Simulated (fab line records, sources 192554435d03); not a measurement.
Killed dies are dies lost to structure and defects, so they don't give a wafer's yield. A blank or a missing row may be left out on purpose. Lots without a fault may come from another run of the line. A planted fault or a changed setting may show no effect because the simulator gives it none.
fab line records | flow n5_finfet
record lots=10 wafers=27 last_day=16
route steps=1938 shown BEOL_M15@1773 PASSIVATION@1936
lots that met no fault: from a run of the same line without faults
start_h: hours from the record's first day to the start of the lot's first wafer shown | wait_h: hours since the lot's step before | " the same as in the row above | L1.1+2: a row that stands for several wafers | - no value, or no start given | * or withheld: withheld | < > ~ a bound
route shown NAME@n: a module of which the file shows steps, and the number in the route of the first | usual: mean/standard deviation of fault-free wafers | same: alike in all rows | chamber/n: place in a boat | sites: the reading at each site | _std_site: their standard deviation | _edge_site: outer sites' mean less inner sites' | radius_mm: how far each site lies from the wafer's centre | mask NAME#n: copy n | behind: the tool/chamber that last shaped the wafer | hold: why the lot was held/for how many hours/how that ended | device: the transistor (n, p or np) that didn't switch | end of line: the same wafers' tests at the end of the route | a step without rows: its recipe alone | killed: dies lost to structure and defects at the first sort, not the wafer's yield | map: a wafer's dies, x killed, . not, _ none there
set.NAME: the setting as run; set.NAME@STEP: as run at that earlier step | model.NAME: the simulator's own value behind a step, which no gauge read
steps of the route over a sample of lots; a table a step, a row a wafer
services: from which hour (start_h, from the record's first day; less than 0 if before it) a tool's chamber was out of use, for how many hours, and why
## steps
# step N5_BEOL_M15_ILD_DEP_00
# recipe material=SiO2 target_thk_a=16293 temp_c=400 precursor=TEOS/O2 pressure_torr=6.5 rf_w=900 teos_flow_sccm=161.4 gas=O2 flow_sccm=2650 time_s=346.1
# usual heater_power_w=533/84 rf_fwd_power_W=898.2/2.6 showerhead_plenum_p_Torr=8.33/0.036 throttle_valve_pct=18.5/1
# columns lot.wafer tool chamber start_h wait_h heater_power_w rf_fwd_power_W showerhead_plenum_p_Torr throttle_valve_pct
L855.1 pecvd-03 1 255.60 0.0 631 897.6 8.33 18.1
L855.3 " 2 " " 601 902.2 8.35 17.3
L855.6 " 1 " " 514 899.6 8.34 18.1
L854.2 pecvd-01 1 260.01 0.0 408 897.4 8.21 20.8
L854.4 " 1 " " 486 898.6 8.23 20.7
L854.5 " 2 " " 425 903.4 8.31 18.3
L857.2 pecvd-03 1 262.61 0.0 662 898.6 8.33 18.1
L857.3 " 0 " " 579 899.8 8.34 18.0
L857.6 " 2 " " 467 897.1 8.34 17.4
L858.2 pecvd-02 0 268.43 0.0 516 898.8 8.37 20.1
L858.3 " 1 " " 480 895.5 8.31 18.5
L858.5 " 2 " " 520 892.8 8.34 18.2
L859.1 pecvd-02 1 274.71 0.0 405 896.1 8.31 18.3
L859.4 " 1 " " 475 901.9 8.31 18.7
L859.6 " 0 " " 637 895.5 8.37 20.1
L856.1 pecvd-03 2 278.46 0.0 498 898.4 8.34 17.3
L856.2 " 0 " " 611 901.7 8.35 18.2
L856.3 " 1 " " 672 895.6 8.34 18.0
L860.2 pecvd-03 0 283.45 0.0 586 898.4 8.33 18.1
L860.3 " 2 " " 618 899.2 8.35 17.1
L860.6 " 2 " " 474 899.2 8.35 17.2
L862.1 pecvd-01 2 288.04 0.0 526 899.0 8.30 18.5
L862.2 " 1 " " 470 894.9 8.24 20.8
L863.1 pecvd-03 1 300.82 0.0 594 897.5 8.34 18.1
L863.3 " 2 " " 554 901.3 8.35 17.3
L863.6 " 0 " " 615 895.6 8.33 17.9
L873.4 pecvd-03 2 351.26 0.1 487 899.2 8.35 17.2
# step N5_BEOL_M15_VIA_ETCH_16
# recipe chemistry=C4F8/O2/Ar target=SiO2 he_inner_torr=15 he_outer_torr=30 target_depth_a=17922 time_s=withheld ion_energy_ev=800 pressure_mtorr=20 source_w=1905 bias_w=2040 Ar_flow_sccm=400 C4F8_flow_sccm=16 O2_flow_sccm=12 ends=cleared
# usual drypump_motor_current_A=5.8/0.38 mfc_ar_sccm=400.1/1.2 oes_product_au=0.71/0.054 rf_fwd_power_W=1900/6 rf_vpp_V=2212/26 showerhead_plenum_p_Torr=3.44/0.13 throttle_valve_pct=30.8/0.3
# columns lot.wafer tool chamber start_h wait_h drypump_motor_current_A mfc_ar_sccm oes_product_au rf_fwd_power_W rf_vpp_V showerhead_plenum_p_Torr throttle_valve_pct
L855.1 rie_diel-06 0 256.33 0.0 5.6 397.5 0.63 1901 2205 3.26 30.8
L855.3 " 1 " " 6.2 399.9 0.75 1904 2188 3.35 30.5
L855.6 " 2 " " 6.0 399.8 0.73 1903 2240 3.59 30.7
L854.2 rie_diel-06 2 260.87 0.0 6.0 399.7 0.72 1899 2241 3.59 30.7
L854.4 " 1 " " 6.2 399.9 0.75 1903 2188 3.35 30.5
L854.5 " 3 " " 5.6 398.4 0.66 1899 2257 3.53 30.5
L857.2 rie_diel-02 1 263.52 0.0 5.6 400.5 0.77 1900 2186 3.61 30.7
L857.3 " 2 " " 6.5 400.3 0.69 1908 2187 3.30 31.2
L857.6 " 1 " " 5.6 402.2 0.77 1910 2186 3.61 30.6
L858.2 rie_diel-04 2 269.16 0.0 5.4 401.2 0.71 1892 2196 3.31 30.9
L858.3 " 1 " " 5.5 399.1 0.62 1893 2245 3.40 31.0
L858.5 " 1 " " 5.5 398.8 0.61 1895 2245 3.40 31.0
L859.1 rie_diel-02 0 275.44 0.0 5.1 399.0 0.66 1905 2232 3.59 31.4
L859.4 " 2 " " 6.5 400.6 0.69 1904 2185 3.30 31.2
L859.6 " 2 " " 6.5 399.1 0.69 1900 2185 3.30 31.2
L856.1 rie_diel-04 2 279.31 0.0 5.4 401.0 0.72 1907 2199 3.31 30.9
L856.2 " 3 " " 6.0 401.3 0.78 1892 2182 3.48 31.0
L856.3 " 0 " " 5.7 399.2 0.79 1900 2229 3.34 30.4
L860.2 rie_diel-06 1 284.19 0.0 6.2 399.5 0.74 1897 2189 3.35 30.5
L860.3 " 2 " " 6.1 402.3 0.72 1901 2240 3.59 30.7
L860.6 " 1 " " 6.2 399.4 0.75 1890 2187 3.35 30.5
L862.1 rie_diel-02 1 288.77 0.0 5.6 399.6 0.77 1905 2185 3.61 30.6
L862.2 " 0 " " 5.1 398.0 0.65 1901 2232 3.59 31.4
L863.1 rie_diel-02 2 301.81 0.0 6.6 398.0 0.67 1901 2186 3.29 31.2
L863.3 " 1 " " 5.6 403.1 0.77 1903 2185 3.61 30.7
L863.6 " 3 " " 5.9 399.8 0.72 1909 2215 3.63 30.5
L873.4 rie_diel-04 1 351.88 0.0 5.6 399.2 1.06 1898 2244 3.40 31.0
# step N5_BEOL_M15_STRIP_63
# recipe chemistry=O2 power_w=600 temp_c=60 pressure_mtorr=30 rf_frequency_hz=6e+07 bias_power_w=0 overash_fraction=0.3 o2_flow_sccm=225
# usual drypump_motor_current_A=5.8/0.38 o2_flow_sccm=224.9/0.64 oes_product_au=0.78/0.059 rf_vpp_V=3.7/0.75 showerhead_plenum_p_Torr=2.11/0.088 throttle_valve_pct=16.69/0.26
# columns lot.wafer tool chamber start_h wait_h drypump_motor_current_A o2_flow_sccm oes_product_au rf_hours_counter_h rf_vpp_V showerhead_plenum_p_Torr throttle_valve_pct
L855.1 rie_diel-06 0 - - 5.6 224.9 0.71 222 3.8 2.01 16.95
L855.3 " 1 " " 6.2 224.9 0.83 72 3.7 2.04 16.36
L855.6 " 2 " " 6.0 224.8 0.80 - 2.6 2.22 16.60
L854.2 rie_diel-06 2 - - 6.0 226.2 0.80 104 2.8 2.22 16.58
L854.4 " 1 " " 6.2 224.3 0.81 74 3.6 2.04 16.36
L854.5 " 3 " " 5.6 223.5 0.72 - 3.7 2.17 16.69
L857.2 rie_diel-02 1 - - 5.6 224.3 0.86 73 3.5 2.24 16.51
L857.3 " 2 " " 6.5 224.7 0.77 110 4.3 2.03 17.06
L857.6 " 1 " " 5.6 224.5 0.86 - 3.4 2.24 16.51
L858.2 rie_diel-04 2 - - 5.3 224.1 0.79 119 4.6 2.01 16.78
L858.3 " 1 " " 5.5 223.0 0.69 237 3.5 2.05 16.73
L858.5 " 1 " " 5.5 224.3 0.69 - 2.3 2.05 16.69
L859.1 rie_diel-02 0 - - 5.1 225.6 0.73 187 3.6 2.20 17.04
L859.4 " 2 " " 6.5 226.0 0.76 113 2.3 2.03 17.09
L859.6 " 2 " " 6.5 224.8 0.78 - 4.4 2.03 17.08
L856.1 rie_diel-04 3 - - 6.0 225.4 0.86 53 4.6 2.13 16.73
L856.2 " 2 " " 5.4 224.5 0.77 123 4.4 2.01 16.77
L856.3 " 0 " " 5.7 224.5 0.86 43 5.3 2.06 16.43
L860.2 rie_diel-06 1 - - 6.1 225.0 0.81 84 3.3 2.03 16.36
L860.3 " 2 " " 6.0 225.1 0.79 114 3.3 2.22 16.59
L860.6 " 1 " " 6.2 225.7 0.81 - 4.7 2.03 16.37
L862.1 rie_diel-02 1 - - 5.6 223.8 0.86 81 4.2 2.24 16.52
L862.2 " 0 " " 5.1 224.7 0.72 192 4.0 2.19 17.08
L863.1 rie_diel-02 2 - - 6.5 223.8 0.76 121 3.3 2.02 17.08
L863.3 " 1 " " 5.6 225.3 0.85 85 2.0 2.24 16.54
L863.6 " 3 " " 5.9 225.4 0.81 - 4.1 2.22 16.30
L873.4 rie_diel-04 1 - - 5.5 224.6 0.95 3 3.6 2.05 16.25
# step N5_BEOL_M15_ETCH_57
# recipe chemistry=N2/H2 target=SOC source_w=3000 bias_w=350 time_s=750 ion_energy_ev=200 pressure_mtorr=30 n2_flow_sccm=200 h2_flow_sccm=200
# usual drypump_motor_current_A=5.7/0.37 oes_product_au=0.78/0.057 rf_fwd_power_W=2996/8.4 rf_vpp_V=523.8/2.6 showerhead_plenum_p_Torr=2.54/0.094 throttle_valve_pct=17.75/0.26
# columns lot.wafer tool chamber start_h wait_h drypump_motor_current_A oes_product_au rf_fwd_power_W rf_hours_counter_h rf_vpp_V showerhead_plenum_p_Torr throttle_valve_pct
L855.1 rie_diel-06 0 256.84 - 5.6 0.70 2992 222 519.9 2.40 17.87
L855.3 " 1 " " 6.2 0.82 3003 72 520.6 2.49 17.51
L855.6 " 0 " " 5.6 0.70 3006 - 521.5 2.40 17.88
L854.2 rie_diel-06 0 261.38 - 5.6 0.71 3000 224 520.0 2.40 17.85
L854.4 " 3 " " 5.6 0.74 2985 186 527.1 2.63 17.73
L854.5 " 0 " " 5.6 0.71 2996 - 519.6 2.40 17.88
L857.2 rie_diel-04 0 264.03 - 5.7 0.89 2988 38 522.9 2.48 17.45
L857.3 " 3 " " 6.0 0.86 2984 49 524.4 2.57 17.80
L857.6 " 1 " " 5.5 0.69 3011 - 521.7 2.49 17.76
L858.2 rie_diel-04 3 269.67 - 6.0 0.84 3014 50 524.3 2.57 17.80
L858.3 " 1 " " 5.6 0.69 3003 237 523.5 2.49 17.78
L858.5 " 1 " " 5.6 0.70 2989 - 523.0 2.49 17.76
L859.1 rie_diel-04 0 275.96 - 5.7 0.87 3019 42 522.9 2.48 17.44
L859.4 " 1 " " 5.5 0.68 2991 239 523.1 2.49 17.78
L859.6 " 3 " " 6.0 0.85 2997 - 523.6 2.57 17.80
L856.1 rie_diel-04 3 279.88 - 6.0 0.84 3002 54 524.9 2.57 17.79
L856.2 " 2 " " 5.4 0.79 2992 123 521.3 2.43 17.90
L856.3 " 0 " " 5.6 0.87 2992 43 521.8 2.48 17.43
L860.2 rie_diel-04 0 284.70 - 5.7 0.87 2995 46 522.4 2.48 17.44
L860.3 " 2 " " 5.4 0.78 2984 125 522.0 2.43 17.91
L860.6 " 2 " " 5.4 0.78 2985 - 520.2 2.43 17.89
L862.1 rie_diel-04 1 289.31 - 5.5 0.69 2987 242 522.6 2.48 17.80
L862.2 " 2 " " 5.4 0.78 2996 127 521.2 2.43 17.92
L863.1 rie_diel-02 0 302.32 - 5.1 0.72 2990 196 526.3 2.63 18.01
L863.3 " 1 " " 5.6 0.85 2978 85 528.0 2.69 17.70
L863.6 " 0 " " 5.1 0.71 2990 - 527.4 2.63 18.02
L873.4 rie_diel-02 2 352.40 - 6.5 0.74 3002 138 520.2 2.44 18.21
# step N5_PASSIVATION_PROBE_49
# usual defect_limited_yield=91.5/1.4 killed_at_M0_to_M3=32/9.7 killed_at_M4_up=14/5.3 killed_at_contacts=11/6 killed_at_front_end=39/14 killed_at_other=3.3/2.7 killed_dies=100/17 killed_open=66/13 killed_short=32/7.4 sort_bin_5_function=4.9/0.9 sort_bin_6_memory=3.2/0.72 sort_bin_8_speed=0.00/0.0071 sort_n_pass=1080/17 sort_yield_pct=91.5/1.4
# same gross_dies=1180 killed_at_back_side=0 sort_bin_4_leakage[%]=0
# columns lot.wafer tool chamber start_h wait_h defect_limited_yield[%] killed_at_M0_to_M3 killed_at_M4_up killed_at_contacts killed_at_front_end killed_at_other killed_dies killed_open killed_short sort_bin_5_function[%] sort_bin_6_memory[%] sort_bin_8_speed[%] sort_n_pass sort_yield_pct[%]
L858.2 prober-02 - 288.02 0.1 89.7 43 15 11 50 2 121 77 42 6.8 3.1 0 1059 89.7
L858.3 prober-02 - 288.07 0.1 90.6 44 14 7 42 4 111 68 40 5.6 3.3 0 1069 90.6
L858.5 prober-02 - 288.17 0.2 90.9 33 10 7 56 1 107 70 36 4.7 4.0 0 1073 90.9
L863.1 prober-02 - 322.81 0.0 91.1 25 14 23 41 2 105 73 31 5.6 3.1 0 1075 91.1
L863.3 prober-02 - 322.91 0.1 92.5 30 10 28 21 0 89 56 32 4.5 2.6 0 1091 92.5
L863.6 prober-02 - 323.06 0.3 90.0 59 18 18 20 3 118 90 27 6.2 3.6 0 1062 90.0
L873.4 prober-02 - 377.60 0.2 89.5 24 10 21 67 2 124 80 42 5.9 4.1 0 1056 89.5
# killed by level:class
L858.2 FIN_SAQP:geometric_particle:short=16 BEOL_M0_SAQP:geometric_particle:open=12 DUMMY_GATE:geometric_particle:open=8 MOL_CONTACT_COAG:geometric_particle:open=8 STI_FIN_REVEAL:geometric_particle:open=7 BEOL_M0_SAQP:geometric_particle:short=7 BEOL_M1:geometric_particle:open=7 FIN_SAQP:geometric_particle:open=6
L858.3 BEOL_M0_SAQP:geometric_particle:open=11 FIN_SAQP:geometric_particle:short=9 BEOL_M0_SAQP:geometric_particle:short=8 BEOL_M4:geometric_particle:open=7 GATE_CUT:geometric_particle:short=7 FIN_SAQP:geometric_particle:open=6 BEOL_M2:geometric_particle:open=6 BEOL_M3:geometric_particle:short=6
L858.5 STI_FIN_REVEAL:geometric_particle:open=23 BEOL_M0_SAQP:geometric_particle:open=10 FIN_SAQP:geometric_particle:short=8 BEOL_M0_SAQP:geometric_particle:short=6 GATE_CUT:geometric_particle:short=5 MOL_CONTACT_COAG:geometric_particle:open=5 BEOL_M3:geometric_particle:open=5 DUMMY_GATE:geometric_particle:open=4
L863.1 MOL_CONTACT_COAG:geometric_particle:open=19 STI_FIN_REVEAL:geometric_particle:open=14 BEOL_M2:geometric_particle:open=7 BEOL_M4:geometric_particle:short=7 BEOL_M3:geometric_particle:open=6 FIN_SAQP:geometric_particle:short=5 FIN_SAQP:geometric_particle:open=4 GATE_CUT:geometric_particle:short=4
L863.3 MOL_CONTACT_COAG:geometric_particle:open=22 BEOL_M0_SAQP:geometric_particle:short=9 BEOL_M0_SAQP:geometric_particle:open=7 FIN_SAQP:geometric_particle:short=6 MOL_CONTACT_COAG:geometric_particle:short=6 BEOL_M3:geometric_particle:open=6 BEOL_M2:geometric_particle:open=5 STI_FIN_REVEAL:geometric_particle:open=3
L863.6 MOL_CONTACT_COAG:geometric_particle:open=16 BEOL_M3:geometric_particle:open=14 BEOL_M2:geometric_particle:open=13 BEOL_M0_SAQP:geometric_particle:open=12 BEOL_M4:geometric_particle:open=9 STI_FIN_REVEAL:geometric_particle:open=8 BEOL_M0_SAQP:geometric_particle:short=7 BEOL_M0:geometric_particle:open=6
L873.4 STI_FIN_REVEAL:geometric_particle:open=18 MOL_CONTACT_COAG:geometric_particle:open=16 FIN_SAQP:geometric_particle:open=15 FIN_SAQP:geometric_particle:short=12 MOL_CONTACT_COAG:geometric_particle:short=5 BEOL_M1:geometric_particle:short=5 BEOL_M2:geometric_particle:open=5 DUMMY_GATE:geometric_particle:open=4
## services
# columns tool chamber start_h hours kind
pecvd-01 0 232.98 16.5 scheduled_down
rie_diel-02 3 240.22 32.8 repair
pecvd-02 - 245.16 1.7 repair
rie_diel-04 1 279.44 3.4 repair
pecvd-03 - 291.16 6.0 pm
rie_diel-04 2 293.66 8.2 repair
pecvd-02 1 295.01 5.5 scheduled_down
pecvd-01 0 297.92 5.5 scheduled_down
pecvd-03 0 297.99 2.1 scheduled_down
rie_diel-06 1 311.17 5.3 repair
rie_diel-04 1 317.63 - clean
rie_diel-04 1 317.63 - consumable_replace:focus_ring
rie_diel-04 1 317.63 25.8 scheduled_down
rie_diel-04 1 317.63 25.8 vent_cycle
rie_diel-02 - 332.25 2.8 pm
pecvd-02 - 334.10 1.0 repair
## key
first_sign step=N5_BEOL_M15_VIA_ETCH_16 reading=oes_product_au direction=up sigmas=6.6 usual=0.71 struck=1.06
effect none on later readings
met_at N5_BEOL_M15_VIA_ETCH_16
struck_lots L873
struck_wafers L873.4
not_acting_at N5_BEOL_M15_ILD_DEP_00,N5_BEOL_M15_STRIP_63,N5_BEOL_M15_ETCH_57
onset_between 279.31 351.88
fault kind=process_parameter_drift tool=rie_diel-04 chamber=- onset_h=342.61 steps=N5_BEOL_M15_VIA_ETCH_16 channel=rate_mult offset=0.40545 shape=step end_h=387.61 scope=struck_wafers_only
